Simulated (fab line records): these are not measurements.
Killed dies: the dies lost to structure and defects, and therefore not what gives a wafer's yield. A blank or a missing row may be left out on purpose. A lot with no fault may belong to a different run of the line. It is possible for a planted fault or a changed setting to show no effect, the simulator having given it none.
One fault through the eyes of 3 desks | flow n5Finfet | numbers are kept per desk, each desk with only its own; the story behind them comes last

THE DEFECT DESK
Counts from the inspections along the route, per lot, as means over the sampled wafers that have a number. A lot is out of limits, marked OUT, if its mean lies more than 4 standard deviations from the usual mean; the brackets give that distance.
Columns: A = rawDefectCount at N5_BEOL_M14_INSPECT_55, usual 64
lot  | first seen here | A
L187 | day 11 05:28    | 55
L190 | day 11 20:28    | 113
L191 | day 12 01:02    | 65
L192 | day 12 10:29    | 88
L193 | day 12 13:08    | 78
L197 | day 14 13:28    | 58
L199 | day 14 13:51    | 101
L200 | day 14 19:01    | 54
L208 | day 17 00:11    | 80
L209 | day 17 07:16    | 46
Result from this desk: across the 10 lots, nothing is out of limits.

FROM THE METROLOGY DESK
Lot by lot, what the gauges showed, no matter which tool ran the lot: averages of those sampled wafers that carry a number. A lot is out of limits, marked OUT, if its mean lies more than 4 standard deviations from the usual mean; the brackets give that distance.
Columns: A = MIM_BOT_OVL at N5_MIM_BOT_LITHO_OVL_MEAS_11, usual 0 nm
lot  | first seen here | A
L187 | day 12 01:28    | 1
L190 | day 12 11:14    | -3
L191 | day 12 11:30    | 3
L192 | day 12 21:13    | 5
L193 | day 12 21:32    | 6
L197 | day 14 23:17    | 8
L199 | day 15 00:19    | 2
L200 | day 15 08:17    | -5
L208 | day 17 13:14    | 182 (+35) OUT
L209 | day 17 17:13    | 174 (+34) OUT
This desk's finding: out of limits on L208, L209; first on L208, day 17 13:14 (MIM_BOT_OVL at N5_MIM_BOT_LITHO_OVL_MEAS_11). L187, L190, L191, L192, L193, L197, L199, L200 stayed within limits.

AT THE TOOL OWNER'S DESK: krfScanner-01
The tool's own readings at N5_MIM_BOT_LITHO_EXPOSE_05 (exposes mask MIM BOT): means of the sampled wafers that have a number, for each lot that ran on this tool. A lot is out of limits, marked OUT, if its mean lies more than 4 standard deviations from the usual mean; the brackets give that distance.
Columns: A = stageVelMmS at N5_MIM_BOT_LITHO_EXPOSE_05, usual 500.00 mm/s
lot  | first seen here | A
L191 | day 12 11:18    | 500.09
L197 | day 14 23:05    | 499.94
L199 | day 15 00:07    | 500.13
L200 | day 15 08:05    | 500.00
L208 | day 17 13:02    | 500.01
L209 | day 17 17:01    | 500.19
Result from this desk: across the 6 lots, nothing is out of limits.

PUT TOGETHER
At day 17 13:14 the metrology desk could have sounded an alarm, on L208, L209.
No out-of-limits result turned up at the defect desk.
The desk of the tool owner found nothing out of limits.
The defect desk has L208, L209 on record, within its limits.
The tool owner's desk has L208, L209 on record, within its limits.
Of the lots named, all ran N5_MIM_BOT_LITHO_EXPOSE_05 on krfScanner-01.

WHAT THE SIMULATOR HAD PUT IN
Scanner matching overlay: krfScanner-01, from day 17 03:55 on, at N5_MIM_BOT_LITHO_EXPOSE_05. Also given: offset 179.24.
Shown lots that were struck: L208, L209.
Per desk, hours elapsed from the start of the fault to the first reading out of limits: for the metrology desk, 9.
